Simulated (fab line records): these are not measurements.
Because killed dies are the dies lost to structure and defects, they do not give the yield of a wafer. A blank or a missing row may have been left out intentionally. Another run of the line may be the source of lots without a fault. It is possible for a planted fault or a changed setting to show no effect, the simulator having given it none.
The tool behind it: which one?    flow n5 finfet    10 lots, 29 wafers sampled, at 4 steps of a route of 1938

== WHAT THE GAUGES SHOWED, per wafer ==
N5_BEOL_M7_THK_MEAS_01.
lot   measured      on             M7_ILD_THK (nm)
L962  day 8 21:29   film metro-02  153.3 157.0
L964  day 9 09:26   film metro-02  156.2 154.6 158.5
L965  day 9 14:16   film metro-01  152.5 154.4 155.5
L967  day 9 22:31   film metro-01  155.4 158.2 154.4
L970  day 10 07:46  film metro-01  152.8 155.9 155.1
L973  day 11 22:01  film metro-01  152.4 155.5 155.3
L974  day 11 22:33  film metro-02  155.8 155.2 159.7
L981  day 13 13:04  film metro-02  152.9 155.1 155.7
L983  day 14 01:40  film metro-02  129.3 154.4 154.4
L984  day 14 02:08  film metro-02  156.1 155.9 133.5

== EACH LOT AND THE TOOL THAT RAN IT (in order: tool; ch and the chambers of the sampled wafers; start) ==
lot   N5_BEOL_M6_TRENCH_ETCH_37                      N5_BEOL_M7_ILD_DEP_00            N5_BEOL_M7_CURE_74
L962  rie diel-04 ch 3, day 8 20:03 or earlier       pecvd-04 ch 1,2, day 8 20:03     uv cure-02 ch 2, day 8 20:29
L964  rie diel-05 ch 0,1,2, day 9 08:52 or earlier   pecvd-04 ch 0,1, day 9 08:52     uv cure-03 ch 1, day 9 09:00
L965  rie diel-05 ch 0,1, day 9 13:33 or earlier     pecvd-02 ch 0,1, day 9 13:33     uv cure-01 ch 0, day 9 13:50
L967  rie diel-04 ch 0,2,3, day 9 21:54 or earlier   pecvd-04 ch 0,1,2, day 9 21:54   uv cure-03 ch 0, day 9 22:09
L970  rie diel-05 ch 1,3, day 10 07:05 or earlier    pecvd-02 ch 0, day 10 07:05      uv cure-03 ch 2, day 10 07:14
L973  rie diel-06 ch 0,1,3, day 11 21:26 or earlier  pecvd-02 ch 0,1, day 11 21:26    uv cure-01 ch 2, day 11 21:40
L974  rie diel-04 ch 1,2,3, day 11 21:58 or earlier  pecvd-02 ch 1,2, day 11 21:58    uv cure-01 ch 0, day 11 22:02
L981  rie diel-06 ch 0,3, day 13 12:29 or earlier    pecvd-04 ch 0,1,2, day 13 12:29  uv cure-01 ch 1, day 13 12:43
L983  rie diel-05 ch 0,3, day 14 01:04 or earlier    pecvd-04 ch 0,2, day 14 01:04    uv cure-01 ch 2, day 14 01:09
L984  rie diel-06 ch 2,3, day 14 01:23 or earlier    pecvd-04 ch 0,2, day 14 01:23    uv cure-01 ch 0, day 14 01:47
- N5_BEOL_M6_TRENCH_ETCH_37: etches SiCOH lowk in C4F6/O2, target depth 94.435 nm, time 31.5 s.
- N5_BEOL_M7_ILD_DEP_00: deposits SiCOH lowk from DEMS/porogen, target thk 179.75 nm, time 33.4 s.
- N5_BEOL_M7_CURE_74: cures SiCOH lowk, time 240 s.

== THE ANSWER, worked out from the rows above alone ==
Rule: usual is defined by the lots themselves. Put in order of their means at a reading, lots are off if they are a third of the lots or fewer, leave a main group of 4 or more, and stand apart from it by a gap of 3 or more times the standard deviation of the main group's means; of several such gaps the widest counts. Not used: any main group whose means are identical at the precision the tables above print for the reading. A lot without any number at a reading at which 4 lots or more have one is off too. Any other lot the step has rows for is counted as sound.
Off: at N5_BEOL_M7_THK_MEAS_01 (M7_ILD_THK), L983, L984. Main group: mean 155.3 nm, sd 0.97.
A tool fits if, at a process step before that reading, it ran every lot that is off, and no sound lot after the first of them. Gauges at N5_BEOL_M7_THK_MEAS_01: tried the same way as those tools. Because N5_BEOL_M6_TRENCH_ETCH_37 lacks a start for some lots, the hours and order of its lots are taken from N5_BEOL_M7_ILD_DEP_00. Can't be told from this: 3 tools fit, pecvd-04 at N5_BEOL_M7_ILD_DEP_00, uv cure-01 at N5_BEOL_M7_CURE_74, film metro-02 at N5_BEOL_M7_THK_MEAS_01.

== WHAT HAD BEEN PUT IN BY THE SIMULATOR ==
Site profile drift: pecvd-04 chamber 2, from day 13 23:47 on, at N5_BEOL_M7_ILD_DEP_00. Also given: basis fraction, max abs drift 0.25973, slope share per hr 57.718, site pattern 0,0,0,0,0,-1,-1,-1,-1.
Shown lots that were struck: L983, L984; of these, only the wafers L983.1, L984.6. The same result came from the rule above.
